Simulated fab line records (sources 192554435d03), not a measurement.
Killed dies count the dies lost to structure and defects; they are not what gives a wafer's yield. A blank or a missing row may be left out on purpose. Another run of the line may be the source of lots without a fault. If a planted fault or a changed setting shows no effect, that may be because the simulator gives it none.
fab line records    flow n5-finfet
[record] lots = 24  wafers = 72  last-day = 19
route steps=1938 shown BEOL_M6@1216
lots with no fault: from the same line, run without faults
start-h: hours from the record's opening day to when the first of the lot's shown wafers began    wait-h: hours from the lot's prior step to this one    " unchanged from the row above    L1.1+2: one row covering several wafers at once    - either no value or no given start    * or withheld: withheld    < > ~ a bound
route shown NAME@n: a module of which the file shows steps, and the number in the route of the first    usual: average and standard deviation across the fault-free wafers    same: alike in all rows    chamber/n: place in a boat    sites: per-site readings    _std_site: standard deviation across them    _edge_site: outer sites' mean less inner sites'    radius-mm: for every site, how far away it sits from the centre of the wafer    mask NAME#n: copy n    behind: tool/chamber where the wafer was last shaped    hold: why the lot went on hold/how many hours it stayed there/how the hold came to an end    device: transistor that didn't switch, given as n, p or np    end of line: tests run on the same wafers once the route is complete    for a step that has no rows: nothing shown but its recipe    killed: count of dies lost to structure and defects at first sort (not the wafer's yield)    map: per-die view of a wafer (x killed, . not killed, _ where there is no die)
set.NAME: the setting as run; set.NAME@STEP: as run at that earlier step    model.NAME: the simulator's own value behind a step, which no gauge read
a sample of lots followed through the steps of the route, with each step as a table and each wafer as a row
services: the hour from which a tool's chamber was out of use, counted from the record's first day as start-h (under 0 if before that day), plus the number of hours and why
[[steps]]
[step N5_BEOL_M6_STRIP_19]
[recipe] chemistry = O2  power-w = 400  temp-c = 40  pressure-mtorr = 30  rf-frequency-hz = 6e+07  bias-power-w = 0  overash-fraction = 0.2  o2-flow-sccm = 225
[usual] drypump-motor-current-A = 5.7/0.39  oes-product-au = 0.80/0.082  rf-vpp-V = 3.6/0.62  showerhead-plenum-p-Torr = 2.12/0.071  throttle-valve-pct = 16.72/0.2
lot.wafer  tool         chamber  start-h  wait-h  drypump-motor-current-A  oes-product-au  rf-hours-counter-h  rf-vpp-V  showerhead-plenum-p-Torr  throttle-valve-pct
L075.1     rie-diel-03  3        208.80   0.1     5.9                      0.92            18                  3.5       2.14                      16.71
L075.2     "            1        "        "       5.5                      0.68            255                 4.9       2.16                      17.00
L075.6     "            0        "        "       5.5                      0.70            -                   4.0       2.09                      16.92
L077.1     rie-diel-02  3        219.30   0.1     5.6                      0.70            210                 2.7       2.00                      17.00
L077.2     "            0        "        "       6.2                      0.87            50                  3.8       2.24                      16.67
L077.3     "            1        "        "       5.4                      0.85            57                  4.8       2.15                      16.46
L074.4     rie-diel-02  3        222.48   0.1     5.6                      0.70            211                 4.3       2.00                      17.01
L074.5     "            1        "        "       5.4                      0.85            -                   3.8       2.15                      16.47
L074.6     "            0        "        "       6.2                      0.88            -                   4.7       2.24                      16.66
L076.3     rie-diel-03  3        223.12   0.1     5.9                      0.91            24                  3.3       2.14                      16.72
L076.4     "            3        "        "       5.9                      0.91            -                   3.2       2.14                      16.71
L076.6     "            2        "        "       5.2                      0.87            -                   3.8       2.12                      16.31
L079.1     rie-diel-02  0        245.38   0.2     6.3                      0.86            63                  3.7       2.24                      16.70
L079.3     "            2        "        "       5.5                      0.79            118                 2.9       2.19                      16.69
L079.4     "            2        "        "       5.5                      0.79            -                   4.1       2.19                      16.68
L078.2     rie-diel-03  2        248.24   0.3     5.2                      0.86            41                  3.4       2.12                      16.29
L078.3     "            3        "        "       5.9                      0.90            30                  2.9       2.14                      16.71
L078.6     "            1        "        "       5.5                      1.03            -                   3.2       2.16                      16.58
L081.1     rie-diel-02  3        253.61   0.1     5.6                      0.68            226                 3.9       1.99                      17.04
L081.4     "            1        "        "       5.4                      0.82            71                  4.0       2.14                      16.49
L081.5     "            2        "        "       5.5                      0.77            -                   3.0       2.19                      16.67
L080.1     rie-diel-05  0        263.13   0.1     5.7                      0.69            232                 2.6       2.15                      16.72
L080.4     "            3        "        "       5.4                      0.70            236                 4.0       2.17                      17.04
L080.5     "            0        "        "       5.7                      0.69            -                   3.6       2.15                      16.72
L083.2     rie-diel-03  3        272.93   0.1     5.9                      0.88            39                  3.3       2.13                      16.73
L083.5     "            2        "        "       5.2                      0.85            -                   3.5       2.11                      16.34
L083.6     "            1        "        "       5.5                      0.95            -                   3.6       2.15                      16.60
L082.1     rie-diel-02  1        280.37   0.1     5.4                      0.82            82                  3.8       2.14                      16.49
L082.3     "            0        "        "       6.2                      0.84            78                  3.3       2.23                      16.73
L082.4     "            3        "        "       5.6                      0.68            236                 3.9       1.99                      17.04
L084.1     rie-diel-03  3        280.94   0.2     5.9                      0.88            43                  3.3       2.13                      16.76
L084.3     "            2        "        "       5.2                      0.84            55                  3.1       2.11                      16.34
L084.6     "            2        "        "       5.2                      0.84            -                   3.3       2.11                      16.36
L085.2     rie-diel-02  0        288.83   0.2     6.3                      0.83            81                  5.0       2.23                      16.71
L085.4     "            1        "        "       5.4                      0.81            85                  4.3       2.14                      16.51
L085.5     "            2        "        "       5.5                      0.75            -                   2.5       2.18                      16.68
L086.1     rie-diel-05  3        289.49   0.1     5.4                      0.69            243                 4.1       2.17                      17.09
L086.2     "            1        "        "       5.9                      0.80            90                  3.9       2.01                      16.56
L086.3     "            0        "        "       5.7                      0.68            239                 4.5       2.15                      16.73
L087.1     rie-diel-05  2        293.35   0.1     6.6                      0.82            85                  3.4       2.05                      16.94
L087.4     "            3        "        "       5.4                      0.68            244                 5.3       2.17                      17.06
L087.5     "            2        "        "       6.6                      0.82            -                   2.9       2.05                      16.92
L088.1     rie-diel-02  0        309.48   0.1     6.2                      0.83            89                  3.7       2.23                      16.73
L088.4     "            3        "        "       5.6                      0.67            247                 4.1       1.98                      17.08
L088.5     "            2        "        "       5.5                      0.76            -                   3.0       2.18                      16.70
L090.2     rie-diel-02  2        317.16   0.1     5.5                      0.77            144                 3.2       2.18                      16.72
L090.3     "            3        "        "       5.7                      0.68            250                 4.1       1.98                      17.08
L090.6     "            3        "        "       5.7                      0.67            -                   4.4       1.98                      17.09
L089.1     rie-diel-05  1        317.31   0.1     5.9                      0.80            100                 3.9       2.01                      16.56
L089.3     "            0        "        "       5.7                      0.67            249                 4.2       2.14                      16.78
L089.6     "            1        "        "       5.9                      0.80            -                   2.8       2.01                      16.55
L091.4     rie-diel-02  2        322.13   0.1     5.5                      0.77            -                   3.4       2.18                      16.73
L091.5     "            0        "        "       6.3                      0.81            -                   3.6       2.23                      16.73
L091.6     "            1        "        "       5.4                      0.80            -                   3.1       2.13                      16.54
L092.1     rie-diel-02  2        328.14   0.1     5.5                      0.76            149                 3.2       2.18                      16.72
L092.3     "            1        "        "       5.4                      0.81            100                 3.5       2.13                      16.54
L092.6     "            0        "        "       6.2                      0.82            -                   3.4       2.22                      16.74
L093.2     rie-diel-03  2        328.70   0.1     5.2                      0.83            71                  2.9       2.11                      16.37
L093.4     "            1        "        "       5.5                      0.93            33                  3.2       2.14                      16.64
L093.6     "            1        "        "       5.5                      0.91            -                   4.1       2.14                      16.64
L097.2     rie-diel-05  2        335.51   0.1     6.6                      0.80            101                 4.4       2.05                      16.94
L097.4     "            0        "        "       5.7                      0.67            -                   2.9       2.14                      16.78
L097.6     "            2        "        "       6.6                      0.80            -                   3.5       2.05                      16.93
L094.4     rie-diel-05  1        344.03   0.1     5.9                      0.78            -                   3.1       2.00                      16.58
L094.5     "            3        "        "       5.4                      0.99            -                   3.6       2.17                      16.59
L094.6     "            2        "        "       6.6                      0.81            -                   3.3       2.05                      16.95
L095.1     rie-diel-03  2        351.16   0.1     5.2                      0.82            81                  3.1       2.10                      16.39
L095.2     "            3        "        "       5.9                      0.84            66                  4.0       2.12                      16.78
L095.4     "            1        "        "       5.5                      0.90            42                  4.1       2.14                      16.64
L096.2     rie-diel-02  0        353.75   0.1     6.2                      0.80            110                 2.6       2.22                      16.77
L096.5     "            1        "        "       5.4                      0.78            -                   3.9       2.13                      16.56
L096.6     "            2        "        "       5.5                      0.75            -                   3.5       2.17                      16.73
[step N5_BEOL_M6_DEGAS_44]
[recipe] ambient = vacuum  temp-c = 250  time-s = 60
[usual] heater-power-w = 320/20
lot.wafer  tool            chamber  start-h  wait-h  heater-power-w
L075.1     pvd-sputter-02  -        212.87   0.3     287
L075.2     "               -        "        "       304
L075.6     "               -        "        "       284
L077.1     pvd-sputter-02  -        223.59   1.4     327
L077.2     "               -        "        "       279
L077.3     "               -        "        "       316
L074.4     pvd-sputter-02  -        224.29   0.2     328
L074.5     "               -        "        "       283
L074.6     "               -        "        "       309
L076.3     pvd-sputter-03  -        226.66   1.9     340
L076.4     "               -        "        "       327
L076.6     "               -        "        "       341
L079.1     pvd-sputter-02  -        248.43   0.8     314
L079.3     "               -        "        "       290
L079.4     "               -        "        "       328
L078.2     pvd-sputter-02  -        252.01   2.0     314
L078.3     "               -        "        "       286
L078.6     "               -        "        "       305
L081.1     pvd-sputter-02  -        255.87   0.3     306
L081.4     "               -        "        "       290
L081.5     "               -        "        "       287
L080.1     pvd-sputter-02  -        266.10   0.3     288
L080.4     "               -        "        "       311
L080.5     "               -        "        "       329
L083.2     pvd-sputter-01  -        275.85   0.4     319
L083.5     "               -        "        "       342
L083.6     "               -        "        "       347
L082.1     pvd-sputter-02  -        287.26   2.6     317
L082.3     "               -        "        "       332
L082.4     "               -        "        "       281
L084.1     pvd-sputter-02  -        287.34   2.2     327
L084.3     "               -        "        "       315
L084.6     "               -        "        "       309
L085.2     pvd-sputter-03  -        292.51   0.3     319
L085.4     "               -        "        "       312
L085.5     "               -        "        "       351
L086.1     pvd-sputter-02  -        294.96   2.1     315
L086.2     "               -        "        "       312
L086.3     "               -        "        "       336
L087.1     pvd-sputter-02  -        295.74   0.7     321
L087.4     "               -        "        "       316
L087.5     "               -        "        "       287
L088.1     pvd-sputter-01  -        313.81   0.4     338
L088.4     "               -        "        "       359
L088.5     "               -        "        "       338
L090.2     pvd-sputter-01  -        318.91   0.3     352
L090.3     "               -        "        "       335
L090.6     "               -        "        "       317
L089.1     pvd-sputter-03  -        319.38   0.5     315
L089.3     "               -        "        "       341
L089.6     "               -        "        "       308
L091.4     pvd-sputter-01  -        323.82   0.3     319
L091.5     "               -        "        "       359
L091.6     "               -        "        "       340
L092.1     pvd-sputter-02  -        330.05   0.5     307
L092.3     "               -        "        "       314
L092.6     "               -        "        "       324
L093.2     pvd-sputter-02  -        331.05   0.6     281
L093.4     "               -        "        "       310
L093.6     "               -        "        "       304
L097.2     pvd-sputter-03  -        339.06   0.3     349
L097.4     "               -        "        "       353
L097.6     "               -        "        "       325
L094.4     pvd-sputter-01  -        347.47   0.2     332
L094.5     "               -        "        "       346
L094.6     "               -        "        "       317
L095.1     pvd-sputter-01  -        353.47   0.6     333
L095.2     "               -        "        "       329
L095.4     "               -        "        "       356
L096.2     pvd-sputter-01  -        359.49   0.3     331
L096.5     "               -        "        "       326
L096.6     "               -        "        "       323
[step N5_BEOL_M6_SURFACE_TREAT_79]
[recipe] gas = Ar  time-s = *  ion-energy-ev = *  ion-current-ma-cm2 = 0.5  pressure-mtorr = *  ar-flow-sccm = 30
[usual] throttle-valve-pct = *
lot.wafer  tool            chamber  start-h  wait-h  throttle-valve-pct
L075.1     pvd-sputter-01  -        213.39   0.2     *
L075.2     "               -        "        "       *
L075.6     "               -        "        "       *
L077.1     pvd-sputter-02  -        223.99   0.2     *
L077.2     "               -        "        "       *
L077.3     "               -        "        "       *
L074.4     pvd-sputter-01  -        224.72   0.2     *
L074.5     "               -        "        "       *
L074.6     "               -        "        "       *
L076.3     pvd-sputter-02  -        227.07   0.2     *
L076.4     "               -        "        "       *
L076.6     "               -        "        "       *
L079.1     pvd-sputter-02  -        249.03   0.3     *
L079.3     "               -        "        "       *
L079.4     "               -        "        "       *
L078.2     pvd-sputter-02  -        252.49   0.2     *
L078.3     "               -        "        "       *
L078.6     "               -        "        "       *
L081.1     pvd-sputter-02  -        256.34   0.2     *
L081.4     "               -        "        "       *
L081.5     "               -        "        "       *
L080.1     pvd-sputter-02  -        266.50   0.2     *
L080.4     "               -        "        "       *
L080.5     "               -        "        "       *
L083.2     pvd-sputter-01  -        278.13   1.8     *
L083.5     "               -        "        "       *
L083.6     "               -        "        "       *
L084.1     pvd-sputter-02  -        287.96   0.3     *
L084.3     "               -        "        "       *
L084.6     "               -        "        "       *
L082.1     pvd-sputter-02  -        288.08   0.4     *
L082.3     "               -        "        "       *
L082.4     "               -        "        "       *
L085.2     pvd-sputter-03  -        292.91   0.2     *
L085.4     "               -        "        "       *
L085.5     "               -        "        "       *
L086.1     pvd-sputter-02  -        295.38   0.2     *
L086.2     "               -        "        "       *
L086.3     "               -        "        "       *
L087.1     pvd-sputter-01  -        296.14   0.2     *
L087.4     "               -        "        "       *
L087.5     "               -        "        "       *
L088.1     pvd-sputter-03  -        315.92   1.9     *
L088.4     "               -        "        "       *
L088.5     "               -        "        "       *
L090.2     pvd-sputter-02  -        319.36   0.2     *
L090.3     "               -        "        "       *
L090.6     "               -        "        "       *
L089.1     pvd-sputter-02  -        319.80   0.2     *
L089.3     "               -        "        "       *
L089.6     "               -        "        "       *
L091.4     pvd-sputter-02  -        324.24   0.2     *
L091.5     "               -        "        "       *
L091.6     "               -        "        "       *
L092.1     pvd-sputter-02  -        330.59   0.3     *
L092.3     "               -        "        "       *
L092.6     "               -        "        "       *
L093.2     pvd-sputter-02  -        331.69   0.2     *
L093.4     "               -        "        "       *
L093.6     "               -        "        "       *
L097.2     pvd-sputter-02  -        339.48   0.2     *
L097.4     "               -        "        "       *
L097.6     "               -        "        "       *
L094.4     pvd-sputter-02  -        347.91   0.2     *
L094.5     "               -        "        "       *
L094.6     "               -        "        "       *
L095.1     pvd-sputter-01  -        354.19   0.3     *
L095.2     "               -        "        "       *
L095.4     "               -        "        "       *
L096.2     pvd-sputter-01  -        359.93   0.2     *
L096.5     "               -        "        "       *
L096.6     "               -        "        "       *
[step N5_BEOL_M6_SPUTTER_48]
[recipe] material = Cu  target-thk-a = 100  temp-c = -20  bias-v = 60  power-w = 26000  chamber-pressure-pa = 0.13  time-s = 1.667
[usual] bias-v = 60.0/0.57  throttle-valve-pct = 30.0/0.67
lot.wafer  tool            chamber  start-h  wait-h  bias-v  throttle-valve-pct
L075.1     pvd-sputter-01  -        213.59   0.1     60.3    30.1
L075.2     "               -        "        "       59.6    30.6
L075.6     "               -        "        "       61.4    29.8
L077.1     pvd-sputter-02  -        224.21   0.1     61.2    30.2
L077.2     "               -        "        "       59.9    29.6
L077.3     "               -        "        "       61.1    29.3
L074.4     pvd-sputter-02  -        226.65   1.6     60.2    31.1
L074.5     "               -        "        "       60.1    29.8
L074.6     "               -        "        "       60.8    31.1
L076.3     pvd-sputter-02  -        227.31   0.1     60.6    30.2
L076.4     "               -        "        "       60.6    29.5
L076.6     "               -        "        "       59.9    30.2
L079.1     pvd-sputter-02  -        249.21   0.1     59.9    29.8
L079.3     "               -        "        "       60.2    29.4
L079.4     "               -        "        "       59.7    30.8
L078.2     pvd-sputter-01  -        252.84   0.2     60.5    30.0
L078.3     "               -        "        "       60.2    30.7
L078.6     "               -        "        "       59.4    30.5
L081.1     pvd-sputter-02  -        258.26   1.6     59.7    29.2
L081.4     "               -        "        "       60.4    30.7
L081.5     "               -        "        "       60.5    30.9
L080.1     pvd-sputter-02  -        266.70   0.1     59.8    31.1
L080.4     "               -        "        "       60.0    30.2
L080.5     "               -        "        "       60.2    30.0
L083.2     pvd-sputter-01  -        278.37   0.1     61.3    30.2
L083.5     "               -        "        "       60.1    30.2
L083.6     "               -        "        "       60.3    30.2
L084.1     pvd-sputter-01  -        288.52   0.2     58.8    30.5
L084.3     "               -        "        "       59.9    29.8
L084.6     "               -        "        "       59.8    29.8
L082.1     pvd-sputter-02  -        288.56   0.1     60.3    31.1
L082.3     "               -        "        "       60.2    30.1
L082.4     "               -        "        "       60.8    29.6
L085.2     pvd-sputter-03  -        293.11   0.1     59.3    30.1
L085.4     "               -        "        "       60.3    31.0
L085.5     "               -        "        "       59.4    28.7
L086.1     pvd-sputter-03  -        295.57   0.1     59.9    28.9
L086.2     "               -        "        "       59.7    30.1
L086.3     "               -        "        "       60.3    29.3
L087.1     pvd-sputter-03  -        297.89   1.4     58.3    29.9
L087.4     "               -        "        "       60.2    28.8
L087.5     "               -        "        "       59.8    30.0
L088.1     pvd-sputter-03  -        316.12   0.1     60.3    30.1
L088.4     "               -        "        "       59.3    29.2
L088.5     "               -        "        "       59.5    28.6
L090.2     pvd-sputter-02  -        319.72   0.1     60.4    30.0
L090.3     "               -        "        "       60.8    29.4
L090.6     "               -        "        "       60.1    29.3
L089.1     pvd-sputter-02  -        320.06   0.2     59.9    29.1
L089.3     "               -        "        "       60.4    31.1
L089.6     "               -        "        "       60.3    29.6
L091.4     pvd-sputter-02  -        324.41   0.0     60.1    29.2
L091.5     "               -        "        "       60.0    29.3
L091.6     "               -        "        "       60.1    31.1
L092.1     pvd-sputter-02  -        330.81   0.1     59.8    29.9
L092.3     "               -        "        "       59.6    29.3
L092.6     "               -        "        "       60.1    29.6
L093.2     pvd-sputter-02  -        331.95   0.1     60.1    30.2
L093.4     "               -        "        "       60.9    29.4
L093.6     "               -        "        "       60.6    29.4
L097.2     pvd-sputter-01  -        339.79   0.2     60.9    30.0
L097.4     "               -        "        "       59.1    30.0
L097.6     "               -        "        "       60.4    30.1
L094.4     pvd-sputter-01  -        348.19   0.1     59.4    30.0
L094.5     "               -        "        "       59.6    30.0
L094.6     "               -        "        "       59.1    30.3
L095.1     pvd-sputter-03  -        355.53   1.0     60.1    31.0
L095.2     "               -        "        "       59.1    28.9
L095.4     "               -        "        "       59.0    30.0
L096.2     pvd-sputter-03  -        360.39   0.1     60.3    29.1
L096.5     "               -        "        "       60.5    28.7
L096.6     "               -        "        "       58.4    31.0
[step N5_BEOL_M6_ANNEAL_51]
[recipe] temp-c = 225  time-s = 90  ambient = N2
[usual] wafer_temp_C_max = 226.13/0.29
lot.wafer  tool           chamber  start-h  wait-h  wafer_temp_C_max
L075.1     rtp-anneal-02  0        214.63   0.9     225.85
L075.2     "              0        "        "       226.60
L075.6     "              0        "        "       226.15
L077.1     rtp-anneal-02  0        224.78   0.4     225.92
L077.2     "              0        "        "       226.07
L077.3     "              0        "        "       225.89
L074.4     rtp-anneal-02  0        227.59   0.8     226.55
L074.5     "              0        "        "       225.85
L074.6     "              0        "        "       225.83
L076.3     rtp-anneal-02  0        228.09   0.6     226.35
L076.4     "              0        "        "       226.20
L076.6     "              0        "        "       226.18
L079.1     rtp-anneal-02  0        249.48   0.1     226.11
L079.3     "              0        "        "       226.02
L079.4     "              0        "        "       226.13
L078.2     rtp-anneal-02  0        253.38   0.3     225.94
L078.3     "              0        "        "       226.36
L078.6     "              0        "        "       226.15
L081.1     rtp-anneal-02  0        258.61   0.2     226.43
L081.4     "              0        "        "       226.38
L081.5     "              0        "        "       226.38
L080.1     rtp-anneal-01  0        266.91   0.1     226.13
L080.4     "              0        "        "       225.56
L080.5     "              0        "        "       225.68
L083.2     rtp-anneal-02  0        278.85   0.3     226.04
L083.5     "              0        "        "       226.23
L083.6     "              0        "        "       225.84
L084.1     rtp-anneal-01  0        288.91   0.2     225.53
L084.3     "              0        "        "       225.83
L084.6     "              0        "        "       226.36
L082.1     rtp-anneal-02  0        288.94   0.2     226.08
L082.3     "              0        "        "       226.57
L082.4     "              0        "        "       225.73
L085.2     rtp-anneal-01  0        293.37   0.1     226.31
L085.4     "              0        "        "       225.74
L085.5     "              0        "        "       225.78
L086.1     rtp-anneal-02  0        295.81   0.1     226.23
L086.2     "              0        "        "       226.22
L086.3     "              0        "        "       226.46
L087.1     rtp-anneal-02  0        298.10   0.1     225.94
L087.4     "              0        "        "       226.24
L087.5     "              0        "        "       225.93
L088.1     rtp-anneal-02  0        316.67   0.4     226.08
L088.4     "              0        "        "       226.73
L088.5     "              0        "        "       226.24
L090.2     rtp-anneal-01  0        320.00   0.1     225.59
L090.3     "              0        "        "       226.18
L090.6     "              0        "        "       225.99
L089.1     rtp-anneal-02  0        320.27   0.1     226.59
L089.3     "              0        "        "       226.63
L089.6     "              0        "        "       226.52
L091.4     rtp-anneal-01  0        324.97   0.4     225.92
L091.5     "              0        "        "       226.09
L091.6     "              0        "        "       226.44
L092.1     rtp-anneal-02  0        331.10   0.1     226.42
L092.3     "              0        "        "       226.20
L092.6     "              0        "        "       226.59
L093.2     rtp-anneal-01  0        332.21   0.1     225.88
L093.4     "              0        "        "       226.53
L093.6     "              0        "        "       225.85
L097.2     rtp-anneal-02  0        340.29   0.2     225.76
L097.4     "              0        "        "       226.26
L097.6     "              0        "        "       226.21
L094.4     rtp-anneal-02  0        348.63   0.3     225.91
L094.5     "              0        "        "       226.58
L094.6     "              0        "        "       226.24
L095.1     rtp-anneal-02  0        355.74   0.1     226.11
L095.2     "              0        "        "       226.53
L095.4     "              0        "        "       226.40
L096.2     rtp-anneal-02  0        360.83   0.3     226.19
L096.5     "              0        "        "       226.36
L096.6     "              0        "        "       226.40
[step N5_BEOL_M6_RS_MEAS_57]
[recipe] thk-meas-gauge = four-point-probe  reads = Cu_of_BEOL_M6_ECD_50+Co_of_BEOL_M6_CVD_78+TaN_of_BEOL_M6_ALD_77
[usual] M6_RS = 0.283/0.011
lot.wafer  tool           chamber  start-h  wait-h  M6_RS[ohm/sq]
L075.1     film-metro-02  -        215.37   0.1     0.287
L075.2     "              -        "        "       0.273
L075.6     "              -        "        "       0.268
L077.1     film-metro-01  -        225.51   0.1     0.272
L077.2     "              -        "        "       0.275
L077.3     "              -        "        "       0.279
L074.4     film-metro-01  -        228.21   0.1     0.286
L074.5     "              -        "        "       0.292
L074.6     "              -        "        "       0.306
L076.3     film-metro-02  -        228.74   0.1     0.298
L076.4     "              -        "        "       0.289
L076.6     "              -        "        "       0.306
L079.1     film-metro-01  -        250.39   0.1     0.302
L079.3     "              -        "        "       0.293
L079.4     "              -        "        "       0.280
L078.2     film-metro-01  -        254.06   0.1     0.280
L078.3     "              -        "        "       0.283
L078.6     "              -        "        "       0.284
L081.1     film-metro-01  -        259.33   0.1     0.274
L081.4     "              -        "        "       0.273
L081.5     "              -        "        "       0.270
L080.1     film-metro-01  -        267.65   0.1     0.279
L080.4     "              -        "        "       0.315
L080.5     "              -        "        "       0.287
L083.2     film-metro-02  -        279.53   0.1     0.286
L083.5     "              -        "        "       0.284
L083.6     "              -        "        "       0.269
L084.1     film-metro-01  -        289.64   0.1     0.284
L084.3     "              -        "        "       0.285
L084.6     "              -        "        "       0.310
L082.1     film-metro-01  -        289.68   0.1     0.272
L082.3     "              -        "        "       0.278
L082.4     "              -        "        "       0.274
L085.2     film-metro-02  -        294.05   0.1     0.286
L085.4     "              -        "        "       0.274
L085.5     "              -        "        "       0.278
L086.1     film-metro-01  -        296.53   0.1     0.276
L086.2     "              -        "        "       0.284
L086.3     "              -        "        "       0.263
L087.1     film-metro-02  -        298.86   0.1     0.280
L087.4     "              -        "        "       0.300
L087.5     "              -        "        "       0.282
L088.1     film-metro-02  -        317.39   0.1     0.279
L088.4     "              -        "        "       0.302
L088.5     "              -        "        "       0.267
L090.2     film-metro-02  -        320.68   0.1     0.296
L090.3     "              -        "        "       0.286
L090.6     "              -        "        "       0.291
L089.1     film-metro-02  -        321.00   0.1     0.283
L089.3     "              -        "        "       0.292
L089.6     "              -        "        "       0.277
L091.4     film-metro-01  -        325.58   0.0     0.278
L091.5     "              -        "        "       0.288
L091.6     "              -        "        "       0.274
L092.1     film-metro-01  -        331.83   0.1     0.280
L092.3     "              -        "        "       0.281
L092.6     "              -        "        "       0.274
L093.2     film-metro-01  -        333.09   0.1     0.270
L093.4     "              -        "        "       0.278
L093.6     "              -        "        "       0.280
L097.2     film-metro-01  -        340.97   0.1     0.282
L097.4     "              -        "        "       0.270
L097.6     "              -        "        "       0.276
L094.4     film-metro-01  -        349.25   0.1     0.268
L094.5     "              -        "        "       0.274
L094.6     "              -        "        "       0.273
L095.1     film-metro-01  -        356.49   0.1     0.283
L095.2     "              -        "        "       0.278
L095.4     "              -        "        "       0.293
L096.2     film-metro-02  -        361.53   0.1     0.282
L096.5     "              -        "        "       0.284
L096.6     "              -        "        "       0.291
[[services]]
tool           chamber  start-h  hours  kind
rie-diel-03    1        217.54   1.5    repair
rie-diel-03    1        219.15   -      clean
rie-diel-03    1        219.15   -      consumable-replace:focus-ring
rtp-anneal-01  -        226.16   1.2    pm
rie-diel-03    -        232.52   14.6   pm
rie-diel-02    1        243.33   2.4    repair
rie-diel-03    -        251.20   0.3    repair
rie-diel-05    3        293.58   5.8    repair
rie-diel-03    -        299.69   0.3    repair
rie-diel-05    3        316.44   -      clean
rie-diel-05    3        316.44   -      consumable-replace:focus-ring
rie-diel-05    3        316.44   19.1   scheduled-down
rie-diel-05    3        316.44   19.1   vent-cycle
rie-diel-02    3        318.66   -      clean
rie-diel-02    3        318.66   -      consumable-replace:focus-ring
rie-diel-02    3        318.66   -      consumable-replace:showerhead
rie-diel-02    3        318.66   21.9   scheduled-down
rie-diel-02    3        318.66   21.9   vent-cycle
rie-diel-05    0        335.62   -      clean
rie-diel-05    0        335.62   -      consumable-replace:focus-ring
rie-diel-05    0        335.62   25.1   scheduled-down
rie-diel-05    0        335.62   25.1   vent-cycle
rie-diel-02    2        340.01   10.3   repair
rie-diel-05    3        359.97   5.1    repair
[[key]]
fault none
